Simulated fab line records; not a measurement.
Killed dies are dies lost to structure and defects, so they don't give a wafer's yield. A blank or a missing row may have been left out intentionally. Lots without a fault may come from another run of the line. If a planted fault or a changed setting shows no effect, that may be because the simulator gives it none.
fab line records -- flow nand_harc
record lots=12, wafers=35, last_day=25
route steps=1159 shown HYBRID_BOND@1094 THIN_TSV@1101 END@1159
lots that met no fault: taken from a fault-free run of the same line
start_h: hours from the record's opening day to when the first of the lot's shown wafers began -- wait_h: hours from the lot's prior step to this one -- " as in the row above -- L1.1+2: one row covering several wafers at once -- - value missing, or start not given -- * or withheld: withheld -- < > ~ a bound
route shown NAME@n: names a module that has steps shown in the file, with the first one's number in the route -- usual: mean/standard deviation taken from wafers without a fault -- same: alike in all rows -- chamber/n: place in a boat -- sites: readings site by site -- _std_site: standard deviation of those values -- _edge_site: the outer-site mean with the inner-site mean subtracted -- radius_mm: how far each site lies from the wafer's centre -- mask NAME#n: copy n -- behind: the most recent tool/chamber to have shaped the wafer -- hold: the reason the lot was held/the length of the hold in hours/how it ended -- device: the n, p or np transistor that did not switch -- end of line: the route-end tests of the same wafers -- for a step that has no rows: nothing shown but its recipe -- killed: at the first sort, the dies lost to defects and structure; wafer yield is something else -- map: a wafer's dies, marking killed ones x, the rest . and places with no die _
set.NAME: the setting the step ran with; set.NAME@STEP: the setting that earlier step ran with -- model.NAME: the simulator's own value behind a step, which no gauge read
one table for each step of the route and one row for each wafer, over a sample of lots
services: the hour from which a tool's chamber was out of use, counted from the record's first day as start_h (under 0 if before that day), plus the number of hours and why
## steps
# step NHARC_HYBRID_BOND_ACTIVATE_00
# recipe time_s=60, n2_flow_sccm=200, ar_flow_sccm=0, bias_power_w=0, chemistry=N2
# usual drypump_motor_current_A=5.7/0.51, oes_product_au=0.994/0.0078, rf_vpp_V=63.9/0.8, showerhead_plenum_p_Torr=1.73/0.077
lot.wafer,tool,chamber,start_h,wait_h,drypump_motor_current_A,oes_product_au,rf_hours_counter_h,rf_vpp_V,showerhead_plenum_p_Torr
L835.1,rie_diel-09,0,419.46,0.1,6.4,1.000,15,62.1,1.67
L835.3,rie_diel-09,1,419.46,0.1,4.9,1.005,14,63.5,1.84
L835.5,rie_diel-09,2,419.46,0.1,5.4,1.012,-,63.8,1.66
L838.2,rie_diel-13,2,435.94,0.1,5.6,0.996,55,64.1,1.82
L838.4,rie_diel-13,0,435.94,0.1,5.5,0.991,-,63.4,1.67
L838.5,rie_diel-13,3,435.94,0.1,5.6,0.992,-,63.4,1.71
L840.1,rie_diel-04,1,450.72,0.2,5.5,0.992,61,64.7,1.84
L840.6,rie_diel-04,2,450.72,0.2,5.4,0.989,-,64.5,1.66
L840.5,rie_diel-04,3,450.72,0.2,6.1,0.986,-,65.2,1.82
L842.4,rie_diel-09,1,461.48,0.1,4.9,0.988,3,64.5,1.84
L842.2,rie_diel-09,2,461.48,0.1,5.4,0.983,3,64.0,1.66
L842.5,rie_diel-09,0,461.48,0.1,6.4,0.983,-,64.2,1.66
L843.1,rie_diel-09,2,461.82,0.1,5.5,0.986,3,63.9,1.66
L843.4,rie_diel-09,3,461.82,0.1,6.0,0.998,3,64.4,1.70
L843.6,rie_diel-09,2,461.82,0.1,5.4,0.993,-,65.2,1.66
L844.1,rie_diel-09,3,469.55,0.1,6.0,1.001,4,64.7,1.70
L844.2,rie_diel-09,0,469.55,0.1,6.4,0.992,4,64.3,1.66
L844.5,rie_diel-09,0,469.55,0.1,6.4,0.994,-,63.1,1.66
L839.2,rie_diel-09,2,469.92,0.1,5.4,0.986,4,63.1,1.66
L839.1,rie_diel-09,3,469.92,0.1,5.9,1.000,4,64.1,1.70
L839.6,rie_diel-09,1,469.92,0.1,4.9,0.989,-,62.8,1.84
L846.4,rie_diel-09,0,471.88,0.1,6.4,0.998,4,63.2,1.66
L846.1,rie_diel-09,2,471.88,0.1,5.4,0.986,4,63.6,1.66
L846.2,rie_diel-09,3,471.88,0.1,6.0,1.001,4,62.9,1.70
L848.4,rie_diel-09,3,472.22,0.1,6.0,0.988,4,66.1,1.70
L848.3,rie_diel-09,0,472.22,0.1,6.4,0.982,4,64.6,1.66
L848.1,rie_diel-09,2,472.22,0.1,5.4,0.988,4,63.0,1.66
L845.1,rie_diel-04,2,478.28,0.1,5.4,1.004,0,63.6,1.66
L845.3,rie_diel-04,0,478.28,0.1,6.1,1.008,1,64.5,1.76
L845.6,rie_diel-04,1,478.28,0.1,5.5,0.994,-,65.2,1.84
L849.2,rie_diel-09,1,492.44,0.1,4.9,0.984,6,64.8,1.84
L849.4,rie_diel-09,3,492.44,0.1,6.0,0.987,5,65.1,1.70
L857.2,rie_diel-09,0,565.59,0.1,6.4,1.002,12,63.9,1.66
L857.6,rie_diel-09,3,565.59,0.1,6.0,1.000,-,62.9,1.70
L857.4,rie_diel-09,0,565.59,0.1,6.4,1.003,-,62.0,1.66
# step NHARC_THIN_TSV_GRIND_00
# recipe target_thk_um=6
# usual motor_current_A=12.002/0.023, slurry_flow_ml_min=150.1/0.44
lot.wafer,tool,chamber,start_h,wait_h,motor_current_A,slurry_flow_ml_min
L835.1,grinder-01,0,431.62,1.3,12.057,149.6
L835.3,grinder-01,0,431.62,1.3,12.002,150.3
L835.5,grinder-01,0,431.62,1.3,11.988,150.2
L838.2,grinder-01,0,446.57,0.3,11.976,149.3
L838.4,grinder-01,0,446.57,0.3,12.026,149.6
L838.5,grinder-01,0,446.57,0.3,12.019,149.9
L840.1,grinder-01,0,462.93,0.1,12.008,150.0
L840.5,grinder-01,0,462.93,0.1,11.992,149.5
L840.6,grinder-01,0,462.93,0.1,11.966,149.6
L843.1,grinder-01,0,472.12,0.1,11.989,149.6
L843.4,grinder-01,0,472.12,0.1,11.987,149.5
L843.6,grinder-01,0,472.12,0.1,12.012,149.8
L842.2,grinder-01,0,473.54,1.6,12.024,150.3
L842.4,grinder-01,0,473.54,1.6,11.990,149.9
L842.5,grinder-01,0,473.54,1.6,11.992,149.7
L844.1,grinder-01,0,481.68,0.1,11.992,150.2
L844.2,grinder-01,0,481.68,0.1,12.035,150.0
L844.5,grinder-01,0,481.68,0.1,12.000,150.3
L839.1,grinder-01,0,482.89,1.4,11.998,150.0
L839.2,grinder-01,0,482.89,1.4,12.019,150.2
L839.6,grinder-01,0,482.89,1.4,12.002,150.6
L846.1,grinder-01,0,484.09,2.5,12.024,150.1
L846.2,grinder-01,0,484.09,2.5,11.991,150.3
L846.4,grinder-01,0,484.09,2.5,11.978,150.1
L848.1,grinder-01,0,485.27,3.7,11.973,149.7
L848.3,grinder-01,0,485.27,3.7,11.957,149.9
L848.4,grinder-01,0,485.27,3.7,11.969,149.9
L845.1,grinder-01,0,488.61,0.1,11.973,150.2
L845.3,grinder-01,0,488.61,0.1,12.023,150.8
L845.6,grinder-01,0,488.61,0.1,11.996,150.4
L849.2,grinder-01,0,510.82,0.3,11.972,150.8
L849.4,grinder-01,0,510.82,0.3,12.018,150.7
L857.2,grinder-01,0,575.67,0.3,11.993,150.8
L857.4,grinder-01,0,575.67,0.3,11.965,150.5
L857.6,grinder-01,0,575.67,0.3,11.990,149.8
# step NHARC_THIN_TSV_DEP_47
# recipe target_thk_a=2000, temp_c=withheld, pressure_torr=6.5, rf_w=900, teos_flow_sccm=161.4, flow_sccm=2650, target_thk_nm=200, gas=O2, material=SiO2
# usual throttle_valve_pct=15.9/0.49
lot.wafer,tool,chamber,start_h,wait_h,throttle_valve_pct
L835.1,pecvd-01,2,435.88,-,15.5
L835.3,pecvd-01,1,435.88,-,15.8
L835.5,pecvd-01,1,435.88,-,15.7
L838.2,pecvd-02,0,450.97,-,15.9
L838.4,pecvd-02,1,450.97,-,16.4
L838.5,pecvd-02,2,450.97,-,16.0
L840.1,pecvd-02,2,467.40,-,15.9
L840.6,pecvd-02,2,467.40,-,15.7
L840.5,pecvd-02,0,467.40,-,16.0
L843.1,pecvd-02,2,476.48,-,15.8
L843.6,pecvd-02,1,476.48,-,16.7
L843.4,pecvd-02,2,476.48,-,15.9
L842.2,pecvd-02,0,478.24,-,16.0
L842.4,pecvd-02,1,478.24,-,16.6
L842.5,pecvd-02,0,478.24,-,16.0
L844.1,pecvd-01,1,486.15,-,15.6
L844.2,pecvd-01,2,486.15,-,15.4
L844.5,pecvd-01,0,486.15,-,15.9
L839.1,pecvd-03,0,487.21,-,15.0
L839.2,pecvd-03,1,487.21,-,16.6
L839.6,pecvd-03,1,487.21,-,16.4
L846.1,pecvd-02,2,488.46,-,15.7
L846.2,pecvd-02,0,488.46,-,15.8
L846.4,pecvd-02,1,488.46,-,16.6
L848.1,pecvd-01,1,489.52,-,16.0
L848.3,pecvd-01,0,489.52,-,15.8
L848.4,pecvd-01,1,489.52,-,15.9
L845.1,pecvd-01,2,492.96,-,15.6
L845.3,pecvd-01,0,492.96,-,15.9
L845.6,pecvd-01,1,492.96,-,16.2
L849.2,pecvd-01,0,515.16,-,15.8
L849.4,pecvd-01,2,515.16,-,15.6
L857.2,pecvd-03,1,579.95,-,16.4
L857.6,pecvd-03,0,579.95,-,15.2
L857.4,pecvd-03,1,579.95,-,16.4
# step NHARC_THIN_TSV_INSPECT_40
# usual raw_defect_count=478/87
lot.wafer,tool,chamber,start_h,wait_h,raw_defect_count
L835.1,defect_inspect-01,-,444.81,0.4,440
L835.3,defect_inspect-01,-,444.81,0.4,396
L835.5,defect_inspect-01,-,444.81,0.4,480
L838.2,defect_inspect-02,-,461.71,0.4,358
L838.4,defect_inspect-02,-,461.71,0.4,426
L838.5,defect_inspect-02,-,461.71,0.4,510
L840.1,defect_inspect-01,-,478.05,0.4,430
L840.5,defect_inspect-01,-,478.05,0.4,406
L840.6,defect_inspect-01,-,478.05,0.4,417
L843.1,defect_inspect-02,-,486.45,0.4,461
L843.4,defect_inspect-02,-,486.45,0.4,439
L843.6,defect_inspect-02,-,486.45,0.4,592
L842.2,defect_inspect-01,-,486.45,0.4,493
L842.4,defect_inspect-01,-,486.45,0.4,495
L842.5,defect_inspect-01,-,486.45,0.4,566
L846.1,defect_inspect-02,-,495.92,0.4,388
L846.2,defect_inspect-02,-,495.92,0.4,378
L846.4,defect_inspect-02,-,495.92,0.4,463
L844.1,defect_inspect-01,-,495.92,0.4,407
L844.2,defect_inspect-01,-,495.92,0.4,454
L844.5,defect_inspect-01,-,495.92,0.4,440
L839.1,defect_inspect-02,-,495.93,0.4,345
L839.2,defect_inspect-02,-,495.93,0.4,473
L839.6,defect_inspect-02,-,495.93,0.4,419
L848.1,defect_inspect-02,-,499.24,0.4,494
L848.3,defect_inspect-02,-,499.24,0.4,544
L848.4,defect_inspect-02,-,499.24,0.4,418
L845.1,defect_inspect-01,-,502.86,0.4,466
L845.3,defect_inspect-01,-,502.86,0.4,471
L845.6,defect_inspect-01,-,502.86,0.4,844
L849.2,defect_inspect-02,-,526.03,0.4,574
L849.4,defect_inspect-02,-,526.03,0.4,560
L857.2,defect_inspect-01,-,589.72,0.4,500
L857.4,defect_inspect-01,-,589.72,0.4,518
L857.6,defect_inspect-01,-,589.72,0.4,502
# step NHARC_END_SORT_01
# recipe temp_c=25
# usual defect_limited_yield=95.6/1.6, killed_at_array=26/10, killed_at_other=0.8/1.1, killed_at_periphery=3.3/2.6, killed_dies=30/11, killed_open=3.4/1.8, killed_short=2.0/1.3, sort_bin_2_pct=1.4/0.6, sort_bin_3_pct=0.22/0.19, sort_bin_4_pct=2.8/1.1, sort_n_pass=647/11, sort_rim_yield_pct=95.8/3, sort_yield_pct=95.6/1.6
# same gross_dies=677, sort_bin_5_pct[%]=0, sort_bin_6_pct[%]=0, sort_bin_7_pct[%]=0, sort_bin_8_pct[%]=0, sort_rim_n_gross=106.00
lot.wafer,tool,chamber,start_h,wait_h,defect_limited_yield[%],killed_at_array,killed_at_other,killed_at_periphery,killed_dies,killed_open,killed_short,sort_bin_2_pct[%],sort_bin_3_pct[%],sort_bin_4_pct[%],sort_n_pass,sort_rim_yield_pct[%],sort_yield_pct[%]
L845.1,prober-01,0,514.63,2.5,95.0,32,1,1,34,6,3,1.8,0.59,2.7,643,92.5,95.0
L845.3,prober-01,0,516.23,3.1,0,47,628,2,677,3,2,95.1,0.15,4.7,0,0,0
L845.6,prober-01,0,518.63,4.0,94.5,35,0,2,37,3,3,1.8,0.30,3.4,640,92.5,94.5
L849.2,prober-01,0,529.87,2.8,0,30,643,4,677,3,3,96.6,0.44,3.0,0,0,0
L849.4,prober-01,0,531.49,3.4,93.2,39,2,5,46,6,2,2.5,0.74,3.5,631,97.2,93.2
# killed by level:class
L845.1 A_SLIT:chamber_film_flake=14 A_CHANNEL_HOLE_D1:chamber_film_flake=4 A_CONTACT:geometric_particle:open=3 A_STAIRCASE:chamber_film_flake=3 A_BLC:geometric_particle:open=2 A_CONTACT:chamber_film_flake=2 P_M2:geometric_particle:short=1 A_ONON_D1:geometric_particle:short=1
L845.3 THIN_TSV:area_cmp=628 A_SLIT:chamber_film_flake=16 A_CHANNEL_HOLE_D1:chamber_film_flake=15 A_CONTACT:chamber_film_flake=9 A_ZERO_WELL:chamber_film_flake=2 A_STAIRCASE:chamber_film_flake=2 P_CONTACT:geometric_particle:short=1 P_M0:geometric_particle:open=1
L845.6 A_CHANNEL_HOLE_D1:chamber_film_flake=15 A_SLIT:chamber_film_flake=10 A_CONTACT:chamber_film_flake=4 A_STAIRCASE:chamber_film_flake=2 P_M0:geometric_particle:open=1 P_M1:geometric_particle:short=1 A_ONON_D1:geometric_particle:open=1 A_ONON_D1:geometric_particle:short=1
L849.2 THIN_TSV:area_cmp=641 A_SLIT:chamber_film_flake=13 A_CONTACT:chamber_film_flake=7 A_CHANNEL_HOLE_D1:chamber_film_flake=3 A_BONDPAD:chamber_film_flake=3 P_CONTACT:geometric_particle:open=2 A_ONON_D1:geometric_particle:short=2 P_M1:chamber_film_flake=2
L849.4 A_SLIT:chamber_film_flake=20 A_CONTACT:chamber_film_flake=9 P_M1:chamber_film_flake=3 A_BONDPAD:chamber_film_flake=3 P_CONTACT:geometric_particle:open=2 A_ONON_D1:geometric_particle:open=2 THIN_TSV:chamber_film_flake=2 A_ONON_D1:geometric_particle:short=1
## services
tool,chamber,start_h,hours,kind
rie_diel-13,3,406.65,3.8,repair
rie_diel-09,0,410.10,-,clean
rie_diel-09,1,410.10,-,clean
rie_diel-09,2,410.10,-,clean
rie_diel-09,3,410.10,-,clean
grinder-01,-,416.81,6.7,repair
pecvd-01,-,418.88,13.0,pm
rie_diel-09,-,431.10,9.0,pm
rie_diel-09,0,431.10,9.0,vent_cycle
rie_diel-09,1,431.10,9.0,vent_cycle
rie_diel-09,2,431.10,9.0,vent_cycle
rie_diel-13,1,434.77,22.8,repair
rie_diel-13,-,453.66,9.0,pm
rie_diel-04,-,467.01,9.0,pm
grinder-01,-,469.31,2.0,repair
pecvd-03,-,473.00,13.0,pm
grinder-01,-,479.12,1.6,repair
rie_diel-13,0,490.67,14.3,repair
rie_diel-04,0,494.21,23.0,repair
pecvd-02,-,515.24,13.0,pm
rie_diel-13,-,547.46,0.8,repair
rie_diel-13,0,558.53,22.6,repair
rie_diel-09,2,565.40,1.7,repair
grinder-01,-,569.32,0.6,repair
## key
first_sign step=NHARC_END_SORT_01, reading=killed_at_other, direction=up, sigmas=99+, usual=0.8, struck=635.5
effect step=NHARC_END_SORT_01, reading=sort_bin_2_pct, direction=up, sigmas=99+, usual=1.4, struck=95.9
more_kills_born_at NHARC_THIN_TSV_CMP_01@cmp-04=1269
met_at NHARC_THIN_TSV_GRIND_00
struck_lots L845,L849
struck_wafers L845.3,L849.2
later_rows_left_out L845.3,L849.2
not_acting_at NHARC_HYBRID_BOND_ACTIVATE_00,NHARC_THIN_TSV_DEP_47,NHARC_THIN_TSV_INSPECT_40
onset_between 485.27 488.61
fault kind=process_parameter_drift, tool=grinder-01, chamber=-, onset_h=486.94, steps=NHARC_THIN_TSV_GRIND_00, channel=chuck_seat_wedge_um, offset=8, shape=step, end_h=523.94, scope=struck_wafers_only
# later_rows_left_out: the simulator's readings of these wafers behind a module that went badly wrong aren't trusted and aren't shown, but for the sort
